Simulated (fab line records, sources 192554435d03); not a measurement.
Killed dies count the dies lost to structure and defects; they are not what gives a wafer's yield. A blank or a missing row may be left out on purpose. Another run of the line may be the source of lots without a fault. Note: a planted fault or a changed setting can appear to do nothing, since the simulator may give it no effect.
Which tool was responsible? -- flow n5_finfet -- 20 lots with 60 wafers sampled at 6 steps, on a route of 1938 steps

WHAT EACH GAUGE READ, for each wafer
The record holds no reading of a measuring or inspecting step that can be judged against a usual standard deviation.

TOOL THAT RAN EACH LOT (tool first, then ch and the chambers of the sampled wafers, then the start)
lot,N5_SD_EPI_N_ETCH_45,N5_SD_EPI_N_STRIP_38,N5_SD_EPI_P_ETCH_47,N5_SDB_ETCH_17,N5_SDB_STRIP_22,N5_HKMG_FIN_HK_ALD_01
L074,"rie_diel-03 ch 1,2, day 3 03:27","plasma_asher-01 ch 0,1, day 3 03:44","rie_diel-02 ch 0,1,3, day 3 07:55","rie_diel-04 ch 0,1,3, day 3 19:02","plasma_asher-01 ch 0,1, day 3 19:20","ald_hk-02 ch 0,1,2, day 3 23:38"
L075,"rie_diel-03 ch 0,1,3, day 3 09:26","plasma_asher-02 ch 0,1, day 3 09:41","rie_diel-02 ch 0,1,3, day 3 13:55","rie_diel-05 ch 2,3, day 4 01:47","plasma_asher-02 ch 0,1, day 4 02:04","ald_hk-03 ch 0,3, day 4 06:16"
L077,"rie_diel-04 ch 0,1, day 3 21:33","plasma_asher-01 ch 0,1, day 3 21:49","rie_diel-06 ch 0,1,2, day 4 03:45","rie_diel-05 ch 0,1,3, day 4 15:20","plasma_asher-01 ch 0,1, day 4 15:37","ald_hk-02 ch 0,1,3, day 4 20:05"
L078,"rie_diel-04 ch 0,3, day 4 01:29","plasma_asher-01 ch 0,1, day 4 01:46","rie_diel-02 ch 0,2,3, day 4 05:59","rie_diel-05 ch 1,3, day 4 17:06","plasma_asher-01 ch 0, day 4 17:22","ald_hk-01 ch 1,2,3, day 4 22:59"
L079,"rie_diel-03 ch 0,3, day 4 07:02","plasma_asher-02 ch 1, day 4 07:19","rie_diel-06 ch 1,3, day 4 11:29","rie_diel-03 ch 0,2, day 4 23:32","plasma_asher-01 ch 0,1, day 4 23:48","ald_hk-01 ch 0,2,3, day 5 04:04"
L081,"rie_diel-05 ch 0,1, day 4 20:46","plasma_asher-01 ch 0,1, day 4 21:03","rie_diel-01 ch 0,1,2, day 5 01:31","rie_diel-05 ch 0,3, day 5 13:05","plasma_asher-01 ch 0,1, day 5 13:25","ald_hk-03 ch 0,1,3, day 5 17:33"
L082,"rie_diel-05 ch 0,2,3, day 5 04:55","plasma_asher-01 ch 1, day 5 05:11","rie_diel-06 ch 1,2, day 5 09:21","rie_diel-05 ch 0,1,2, day 5 20:10","plasma_asher-02 ch 0,1, day 5 20:27","ald_hk-03 ch 0,1,2, day 6 00:35"
L083,"rie_diel-03 ch 1,2, day 5 10:18","plasma_asher-01 ch 0,1, day 5 10:40","rie_diel-02 ch 0,1, day 5 16:25","rie_diel-03 ch 0,1,2, day 6 04:00","plasma_asher-01 ch 0,1, day 6 04:19","ald_hk-01 ch 0,1,3, day 6 08:41"
L084,"rie_diel-03 ch 1,2, day 5 14:50","plasma_asher-01 ch 0,1, day 5 15:09","rie_diel-06 ch 0,1, day 5 19:11","rie_diel-04 ch 0,1,2, day 6 06:26","plasma_asher-01 ch 0,1, day 6 06:45","ald_hk-03 ch 0,2,3, day 6 10:50"
L085,"rie_diel-03 ch 1,2, day 5 20:12","plasma_asher-01 ch 0,1, day 5 20:32","rie_diel-02 ch 0,1,3, day 6 00:40","rie_diel-05 ch 1,3, day 6 11:40","plasma_asher-02 ch 0,1, day 6 11:56","ald_hk-02 ch 0,2,3, day 6 16:19"
L086,"rie_diel-04 ch 0,1,3, day 6 00:33","plasma_asher-01 ch 0,1, day 6 00:49","rie_diel-01 ch 0,2, day 6 05:03","rie_diel-05 ch 0,3, day 6 16:26","plasma_asher-02 ch 0,1, day 6 16:43","ald_hk-03 ch 1,3, day 6 20:50"
L087,"rie_diel-05 ch 0,1,2, day 6 06:42","plasma_asher-02 ch 0,1, day 6 06:58","rie_diel-02 ch 0,1,3, day 6 11:04","rie_diel-05 ch 1,2,3, day 6 23:37","plasma_asher-02 ch 0,1, day 6 23:54","ald_hk-02 ch 0,1,2, day 7 04:49"
L088,"rie_diel-05 ch 0,1,3, day 6 15:28","plasma_asher-01 ch 0,1, day 6 15:43","rie_diel-06 ch 2,3, day 6 20:34","rie_diel-05 ch 0,2,3, day 7 09:59","plasma_asher-02 ch 0, day 7 10:16","ald_hk-02 ch 0,1,2, day 7 14:23"
L089,"rie_diel-03 ch 1,2,3, day 6 20:05","plasma_asher-01 ch 1, day 6 20:21","rie_diel-02 ch 2,3, day 7 01:19","rie_diel-03 ch 0,1,3, day 7 13:25","plasma_asher-02 ch 1, day 7 13:41","ald_hk-02 ch 1,3, day 7 18:26"
L090,"rie_diel-04 ch 1,2,3, day 6 23:34","plasma_asher-02 ch 0,1, day 6 23:52","rie_diel-06 ch 0,3, day 7 04:12","rie_diel-05 ch 0,1,2, day 7 16:17","plasma_asher-02 ch 0,1, day 7 16:36","ald_hk-01 ch 0,1,2, day 7 20:59"
L091,"rie_diel-04 ch 1,2,3, day 7 07:29","plasma_asher-01 ch 0,1, day 7 07:45","rie_diel-06 ch 0,3, day 7 12:05","rie_diel-04 ch 0,2, day 8 00:53","plasma_asher-01 ch 0,1, day 8 01:11","ald_hk-03 ch 1,2,3, day 8 05:32"
L092,"rie_diel-05 ch 0,2,3, day 7 14:53","plasma_asher-02 ch 0,1, day 7 15:10","rie_diel-02 ch 0,2,3, day 7 20:47","rie_diel-05 ch 0,1,3, day 8 07:40","plasma_asher-02 ch 0,1, day 8 07:56","ald_hk-01 ch 0,1,3, day 8 12:05"
L093,"rie_diel-05 ch 1,2, day 7 20:37","plasma_asher-02 ch 0,1, day 7 21:00","rie_diel-01 ch 0,1,3, day 8 01:12","rie_diel-03 ch 0,3, day 8 12:35","plasma_asher-01 ch 0,1, day 8 12:55","ald_hk-01 ch 0,1,2, day 8 16:59"
L094,"rie_diel-04 ch 0,1, day 8 02:53","plasma_asher-02 ch 0,1, day 8 03:08","rie_diel-06 ch 1,2, day 8 07:26","rie_diel-03 ch 0,1,3, day 8 19:46","plasma_asher-02 ch 0,1, day 8 20:02","ald_hk-02 ch 0,2,3, day 9 01:02"
L096,"rie_diel-05 ch 1,2,3, day 8 21:52","plasma_asher-02 ch 0,1, day 8 22:10","rie_diel-06 ch 2,3, day 9 02:19","rie_diel-04 ch 0,2,3, day 9 13:22","plasma_asher-01 ch 0,1, day 9 13:40","ald_hk-02 ch 1,2,3, day 9 17:55"
- N5_SD_EPI_N_ETCH_45: etches SiOCN in CH3F/O2, target depth 6 nm.
- N5_SD_EPI_N_STRIP_38: strips in N2/H2.
- N5_SD_EPI_P_ETCH_47: etches SiOCN in CH3F/O2, target depth 25 nm.
- N5_SDB_ETCH_17: etches SiARC in CF4, target depth 23.4 nm, time 39 s.
- N5_SDB_STRIP_22: strips in N2/H2.
- N5_HKMG_FIN_HK_ALD_01: deposits HfO2, target thk 1.6 nm, pulse time 3 s, purge time 3 s.

WHAT THE TOOLS THEMSELVES READ (means of the sampled wafers that have a number; where no wafer has one, the mark that the record gives instead)
N5_SD_EPI_N_ETCH_45. Usual: bias_w 28.99 W, standard deviation 0.095; drypump_motor_current_A 5.8 A, standard deviation 0.34; oes_product_au 0.80 a.u., standard deviation 0.085; rf_vpp_V 127.7 V, standard deviation 1; showerhead_plenum_p_Torr 2.03 Torr, standard deviation 0.069; throttle_valve_pct 23.25 %, standard deviation 0.27.
lot,tool,bias_w (W),drypump_motor_current_A (A),oes_product_au (a.u.),rf_vpp_V (V),showerhead_plenum_p_Torr (Torr),throttle_valve_pct (%),flag
L074,rie_diel-03,28.95,5.7,0.91,128.1,2.06,22.91,
L075,rie_diel-03,29.00,5.5,0.75,127.1,1.99,23.32,
L077,rie_diel-04,29.02,6.4,0.71,128.4,2.06,23.44,
L078,rie_diel-04,28.95,6.2,0.77,127.6,2.02,23.46,
L079,rie_diel-03,29.01,5.7,0.71,128.2,2.04,23.56,
L081,rie_diel-05,28.96,5.5,0.79,128.1,2.09,23.21,
L082,rie_diel-05,29.01,5.6,0.90,127.0,2.04,23.14,
L083,rie_diel-03,29.03,5.6,0.87,128.1,2.05,22.92,
L084,rie_diel-03,29.02,5.6,0.88,128.0,2.05,22.92,
L085,rie_diel-03,29.01,5.5,0.81,127.9,1.98,22.89,
L086,rie_diel-04,28.98,6.4,0.74,127.5,2.03,23.48,
L087,rie_diel-05,28.98,5.6,0.83,128.6,2.08,23.18,
L088,rie_diel-05,29.01,5.7,0.82,128.4,2.05,23.20,
L089,rie_diel-03,28.95,5.6,0.80,127.8,2.01,23.16,
L090,rie_diel-04,28.92,6.2,0.73,128.0,2.01,23.60,
L091,rie_diel-04,28.97,6.2,0.73,127.0,2.01,23.59,
L092,rie_diel-05,29.00,5.6,0.86,127.2,2.03,23.16,
L093,rie_diel-05,28.92,5.5,0.75,127.4,2.05,23.30,
L094,rie_diel-04,28.89,6.3,0.70,128.0,2.05,23.41,
L096,rie_diel-05,29.02,5.6,0.80,127.3,2.01,23.27,

N5_SD_EPI_N_STRIP_38. Usual: drypump_motor_current_A 5.65 A, standard deviation 0.22; heater_power_w 347 W, standard deviation 26; oes_product_au 0.761 a.u., standard deviation 0.01.
lot,tool,drypump_motor_current_A (A),heater_power_w (W),oes_product_au (a.u.),flag
L074,plasma_asher-01,5.80,352,0.757,
L075,plasma_asher-02,5.49,335,0.776,
L077,plasma_asher-01,5.78,342,0.771,
L078,plasma_asher-01,5.79,347,0.762,
L079,plasma_asher-02,5.67,307,0.761,
L081,plasma_asher-01,5.78,348,0.766,
L082,plasma_asher-01,5.73,340,0.766,
L083,plasma_asher-01,5.79,339,0.768,
L084,plasma_asher-01,5.80,347,0.755,
L085,plasma_asher-01,5.77,348,0.765,
L086,plasma_asher-01,5.78,347,0.759,
L087,plasma_asher-02,5.38,358,0.761,
L088,plasma_asher-01,5.79,351,0.763,
L089,plasma_asher-01,5.73,342,0.757,
L090,plasma_asher-02,5.56,334,0.771,
L091,plasma_asher-01,5.79,342,0.762,
L092,plasma_asher-02,5.38,358,0.762,
L093,plasma_asher-02,5.56,328,0.761,
L094,plasma_asher-02,5.51,334,0.772,
L096,plasma_asher-02,5.54,335,0.763,

N5_SD_EPI_P_ETCH_47. Usual: bias_w 29.00 W, standard deviation 0.089; drypump_motor_current_A 5.8 A, standard deviation 0.41; oes_product_au 0.79 a.u., standard deviation 0.099; rf_vpp_V 127.3 V, standard deviation 1.6; showerhead_plenum_p_Torr 2.00 Torr, standard deviation 0.059; throttle_valve_pct 16.25 %, standard deviation 0.22.
lot,tool,bias_w (W),drypump_motor_current_A (A),oes_product_au (a.u.),rf_vpp_V (V),showerhead_plenum_p_Torr (Torr),throttle_valve_pct (%),flag
L074,rie_diel-02,29.05,5.9,0.72,126.6,2.01,16.43,
L075,rie_diel-02,28.95,5.8,0.72,126.3,2.01,16.41,
L077,rie_diel-06,28.95,6.0,0.77,128.7,2.03,16.27,
L078,rie_diel-02,28.97,5.8,0.72,127.3,2.01,16.43,
L079,rie_diel-06,29.02,6.1,0.92,128.4,2.02,16.07,
L081,rie_diel-01,28.95,5.5,0.80,128.6,1.99,16.15,
L082,rie_diel-06,29.00,6.0,0.77,128.0,2.03,16.16,
L083,rie_diel-02,29.00,6.0,0.70,126.4,1.98,16.56,
L084,rie_diel-06,29.16,6.1,0.74,127.1,2.02,16.40,
L085,rie_diel-02,28.97,5.9,0.70,126.5,2.01,16.46,
L086,rie_diel-01,29.03,5.2,0.81,128.3,2.00,16.18,
L087,rie_diel-02,29.04,5.8,0.70,126.8,2.01,16.45,
L088,rie_diel-06,29.04,5.8,0.76,127.9,1.97,16.10,
L089,rie_diel-02,28.96,5.7,0.79,126.0,2.03,16.28,
L090,rie_diel-06,28.95,5.8,0.96,126.3,1.96,15.99,
L091,rie_diel-06,29.04,5.8,0.94,127.4,1.96,16.00,
L092,rie_diel-02,29.12,5.8,0.78,126.6,2.00,16.32,
L093,rie_diel-01,29.08,5.4,0.78,127.7,1.98,16.19,
L094,rie_diel-06,29.04,5.9,0.76,128.7,2.03,16.19,
L096,rie_diel-06,28.96,5.8,0.80,127.9,1.96,16.08,

N5_SDB_ETCH_17. Usual: bias_w is 36.01 W with standard deviation 0.12, drypump_motor_current_A is 5.74 A with standard deviation 0.3, etch_rf_on_time_s is 38.6 s with standard deviation 0.61, oes_product_au is 0.68 a.u. with standard deviation 0.074, rf_vpp_V is 184.6 V with standard deviation 1.1, showerhead_plenum_p_Torr is 2.18 Torr with standard deviation 0.064, and throttle_valve_pct is 15.57 % with standard deviation 0.26.
lot,tool,bias_w (W),drypump_motor_current_A (A),etch_rf_on_time_s (s),oes_product_au (a.u.),rf_vpp_V (V),showerhead_plenum_p_Torr (Torr),throttle_valve_pct (%),flag
L074,rie_diel-04,36.02,6.31,38.8,0.64,185.4,2.19,15.81,
L075,rie_diel-05,35.99,5.62,37.9,0.79,184.9,2.15,15.40,
L077,rie_diel-05,36.06,5.66,38.4,0.73,184.6,2.20,15.41,
L078,rie_diel-05,36.03,5.61,38.8,0.68,185.4,2.18,15.57,
L079,rie_diel-03,35.92,5.70,39.1,0.66,184.9,2.22,15.66,
L081,rie_diel-05,35.98,5.78,37.8,0.77,184.5,2.16,15.35,
L082,rie_diel-05,35.97,5.56,38.4,0.72,184.6,2.23,15.45,
L083,rie_diel-03,36.06,5.62,38.9,0.67,184.6,2.18,15.43,
L084,rie_diel-04,36.00,6.26,39.0,0.62,185.2,2.19,15.88,
L085,rie_diel-05,35.95,5.73,38.1,0.71,184.4,2.14,15.51,
L086,rie_diel-05,35.98,5.77,37.6,0.75,185.0,2.16,15.38,
L087,rie_diel-05,36.05,5.61,39.3,0.69,184.8,2.16,15.52,
L088,rie_diel-05,36.12,5.66,38.5,0.74,184.9,2.18,15.38,
L089,rie_diel-03,35.92,5.56,39.3,0.61,183.7,2.13,15.68,
L090,rie_diel-05,35.93,5.55,38.4,0.70,184.8,2.22,15.48,
L091,rie_diel-04,36.08,6.19,38.9,0.62,185.2,2.18,15.80,
L092,rie_diel-05,35.93,5.66,38.3,0.69,184.4,2.19,15.48,
L093,rie_diel-03,36.01,5.57,39.5,0.60,184.3,2.15,15.92,
L094,rie_diel-03,36.02,5.53,39.1,0.61,184.3,2.13,15.69,
L096,rie_diel-04,35.98,6.18,38.8,0.63,185.0,2.15,15.90,

N5_SDB_STRIP_22. Usual: drypump_motor_current_A 5.61 A, standard deviation 0.24; heater_power_w 347 W, standard deviation 30; oes_product_au 0.715 a.u., standard deviation 0.0051; strip_time_to_endpoint_s 96.3 s, standard deviation 0.36.
lot,tool,drypump_motor_current_A (A),heater_power_w (W),oes_product_au (a.u.),strip_time_to_endpoint_s (s),flag
L074,plasma_asher-01,5.78,351,0.713,96.0,
L075,plasma_asher-02,5.55,333,0.712,95.9,
L077,plasma_asher-01,5.77,343,0.716,95.7,
L078,plasma_asher-01,5.83,352,0.714,95.7,
L079,plasma_asher-01,5.77,351,0.716,96.6,
L081,plasma_asher-01,5.81,352,0.711,95.8,
L082,plasma_asher-02,5.37,358,0.717,96.3,
L083,plasma_asher-01,5.77,346,0.713,96.2,
L084,plasma_asher-01,5.76,342,0.720,96.8,
L085,plasma_asher-02,5.52,334,0.715,96.7,
L086,plasma_asher-02,5.52,334,0.710,96.1,
L087,plasma_asher-02,5.55,334,0.713,96.7,
L088,plasma_asher-02,5.23,385,0.716,96.0,
L089,plasma_asher-02,5.72,308,0.713,96.5,
L090,plasma_asher-02,5.55,332,0.717,96.5,
L091,plasma_asher-01,5.78,347,0.715,96.5,
L092,plasma_asher-02,5.56,338,0.717,96.4,
L093,plasma_asher-01,5.79,353,0.711,96.9,
L094,plasma_asher-02,5.40,364,0.721,96.6,
L096,plasma_asher-01,5.79,344,0.718,96.4,

N5_HKMG_FIN_HK_ALD_01. Usual: precursor_pulse_height_rel 0.998, standard deviation 0.018.
lot,tool,precursor_pulse_height_rel,flag
L074,ald_hk-02,1.000,
L075,ald_hk-03,0.996,
L077,ald_hk-02,0.990,
L078,ald_hk-01,1.012,
L079,ald_hk-01,0.986,
L081,ald_hk-03,1.015,
L082,ald_hk-03,0.997,
L083,ald_hk-01,1.005,
L084,ald_hk-03,1.006,
L085,ald_hk-02,1.004,
L086,ald_hk-03,0.983,
L087,ald_hk-02,0.991,
L088,ald_hk-02,1.003,
L089,ald_hk-02,1.005,
L090,ald_hk-01,0.997,
L091,ald_hk-03,0.982,
L092,ald_hk-01,0.996,
L093,ald_hk-01,1.017,
L094,ald_hk-02,0.980,
L096,ald_hk-02,1.010,

THE ANSWER, worked out from the rows above alone
Rule: lot off if the mean of its wafers having a number is beyond 3 standard deviations from the usual mean. A lot without any number at a reading at which 4 lots or more have one is off too. All remaining lots with rows at the step are treated as sound. The gauges are gone through in route order, then the tools' own readings, and for those a lot's mean is taken as printed above. The first step at which some lot is off is used, and at that step the reading that is off furthest; a lot without a number counts as furthest.
None of the lots is off at any reading shown; this tells nothing.

WHAT THE SIMULATOR HAD PUT IN
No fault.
